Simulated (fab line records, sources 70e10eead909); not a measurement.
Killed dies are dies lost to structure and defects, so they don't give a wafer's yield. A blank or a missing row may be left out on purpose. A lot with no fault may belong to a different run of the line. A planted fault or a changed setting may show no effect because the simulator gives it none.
Comparing a struck lot with a sound one + flow nand-harc + 40 out of 1302 route steps
Sound: the wafers L452.1, L452.5, L452.6. Struck: wafer L462.1 (L462.2, L462.5, from the same lot, were not struck and are left out); the cause is given at the end.
Per side, at each step with rows, come the tool, then ch with its chambers, and then its first start. Under that, the readings that differ: sound wafers + struck wafers + difference of the means + sigmas: that difference in standard deviations of wafers without a fault.
alike: same words and numbers on both sides, and readings whose means sit less than 2 such deviations apart. not compared: any withheld reading, any reading some wafer has no value for, any bound like >300 that may hide the same value, and any number with overlapping values for which the record gives no deviation.
The two part at a step that has a row with sigmas, a row that says differs or no value, or rows on one side only. Numbers that have no deviation but don't overlap get no sigmas and don't part them. A reading missing from all wafers of one side parts the sides only when that side holds two or more wafers.

first, 4 steps without rows for these wafers: NHARC_A_BONDPAD_HARDBAKE_10 (time 65 s); NHARC_A_BONDPAD_DESCUM_11 (chemistry O2, time 3 s); NHARC_A_BONDPAD_ETCH_34 (etches the open film in N2/H2, target depth 60 nm, overetch 18 nm, time 65.91 s); NHARC_A_BONDPAD_ETCH_12 (etches the open film in CHF3/O2, target depth 220 nm, time 110 s).
NHARC_A_BONDPAD_CD_MEAS_13:
  sound: cd-sem-02 at day 24 08:50; struck: cd-sem-03 at day 28 02:07
  alike: cd-nm
NHARC_A_BONDPAD_STRIP_15: strips in O2.
  sound on rie-diel-04 ch 1,2, day 24 08:55; struck on rie-diel-04 ch 1, day 28 02:13
  alike: drypump-motor-current-A, oes-product-au, rf-vpp-V, showerhead-plenum-p-Torr, throttle-valve-pct
  not compared: rf-hours-counter-h
then, 3 steps without rows for these wafers: NHARC_A_BONDPAD_ETCH_24 (etches the open film in CF4/N2, target depth 30 nm, time 72.99 s); NHARC_A_BONDPAD_STRIP_16 (strips in post etch residue remover, time 600 s); NHARC_A_BONDPAD_DEGAS_25 (time 60 s).
NHARC_A_BONDPAD_PRE_CLEAN_26: time 30 s.
  sound on pvd-sputter-01; struck on pvd-sputter-03
  alike: heater-power-w
then, 2 steps without rows for these wafers: NHARC_A_BONDPAD_PVD_17 (deposits TaN, target thk 5 nm, time 8.06 s); NHARC_A_BONDPAD_PVD_27 (deposits Cu, target thk 30 nm, time 20.49 s).
NHARC_A_BONDPAD_ECD_18: material Cu, target thk 400 nm.
  sound on ecd-cu-02 ch 0,1, day 24 09:50; struck on ecd-cu-02 ch 0,1, day 28 03:08
NHARC_A_BONDPAD_ANNEAL_28: time 90 s.
  sound on rtp-anneal-01 ch 0, day 24 10:13; struck on rtp-anneal-01 ch 0, day 28 03:31
  alike: wafer_temp_C_max
NHARC_A_BONDPAD_CMP_19: polishes, t overpolish 30 s, cu recess touch 16 s, target thk 169.82 nm.
  sound on cmp-03 ch 0,1,2, day 24 23:36; struck on cmp-03 ch 2, day 28 03:52
  alike: motor-current-A, overpolish-run-s
then, 1 step without rows for these wafers: NHARC_A_BONDPAD_SRD_21 (time 30 s, dry time 20 s).
NHARC_A_BONDPAD_INSPECT_23:
  sound: defect-inspect-01 at day 25 00:06; struck: defect-inspect-01 at day 28 04:25
  alike: raw-defect-count
then, 5 steps without rows for these wafers: NHARC_HYBRID_BOND_ACTIVATE_00 (chemistry N2, time 60 s); NHARC_HYBRID_BOND_PRECLEAN_01 (cleans in DIW, time 300 s); NHARC_HYBRID_BOND_SRD_02 (time 30 s, dry time 20 s); NHARC_HYBRID_BOND_BOND_03; NHARC_HYBRID_BOND_ANNEAL_04 (time 7200 s).
NHARC_HYBRID_BOND_OVL_MEAS_05:
  the record holds rows for the sound wafers here (overlay-02, day 25 09:36) but none for the struck ones
NHARC_HYBRID_BOND_INSPECT_06: inspects for defects (ir void).
  the record holds rows for the sound wafers here (defect-inspect-01, day 25 09:39) but none for the struck ones
then, 1 step without rows for these wafers: NHARC_THIN_TSV_GRIND_00.
NHARC_THIN_TSV_CMP_01: polishes.
  the record has rows for the sound wafers here (cmp-01 ch 0,1, day 25 11:02) and none for the struck ones
NHARC_THIN_TSV_THK_MEAS_02: measures by ir.
  the record holds rows for the sound wafers here (film-metro-02, day 25 11:17) but none for the struck ones
then, 12 steps without rows for these wafers: NHARC_THIN_TSV_SRD_03; NHARC_THIN_TSV_PRECLEAN_41 (cleans in SC1); NHARC_THIN_TSV_SRD_42; NHARC_THIN_TSV_DEP_43 (deposits SiO2, target thk 1328.5 nm); NHARC_THIN_TSV_DEHYDRATE_04 (time 120 s); NHARC_THIN_TSV_HMDS_05 (time 30 s); NHARC_THIN_TSV_COAT_06; NHARC_THIN_TSV_SOFTBAKE_07 (time 95 s); NHARC_THIN_TSV_EBR_08; NHARC_THIN_TSV_EXPOSE_09 (exposes mask TSV); NHARC_THIN_TSV_PEB_10 (peb time 85 s); NHARC_THIN_TSV_DEVELOP_11 (time 70 s).
NHARC_END_SORT_01:
  sound on prober-02 ch 0, day 26 03:28; struck on prober-02 ch 0, day 29 15:43
| reading                  | sound          | struck | difference | sigmas |
|--------------------------|----------------|--------|------------|--------|
| defect-limited-yield (%) | 92.5 91.3 91.1 | 0      | -92        | -31    |
| killed-at-array          | 49 54 60       | 674    | +620       | +31    |
| killed-dies              | 51 59 60       | 677    | +620       | +31    |
| killed-short             | 1 6 3          | 0      | -3         | -2     |
  alike: killed-at-other, killed-at-periphery, killed-open

WHERE THEY PART
First at NHARC_HYBRID_BOND_OVL_MEAS_05; last, within this record, at NHARC_END_SORT_01.

WHY: what had been put in by the simulator
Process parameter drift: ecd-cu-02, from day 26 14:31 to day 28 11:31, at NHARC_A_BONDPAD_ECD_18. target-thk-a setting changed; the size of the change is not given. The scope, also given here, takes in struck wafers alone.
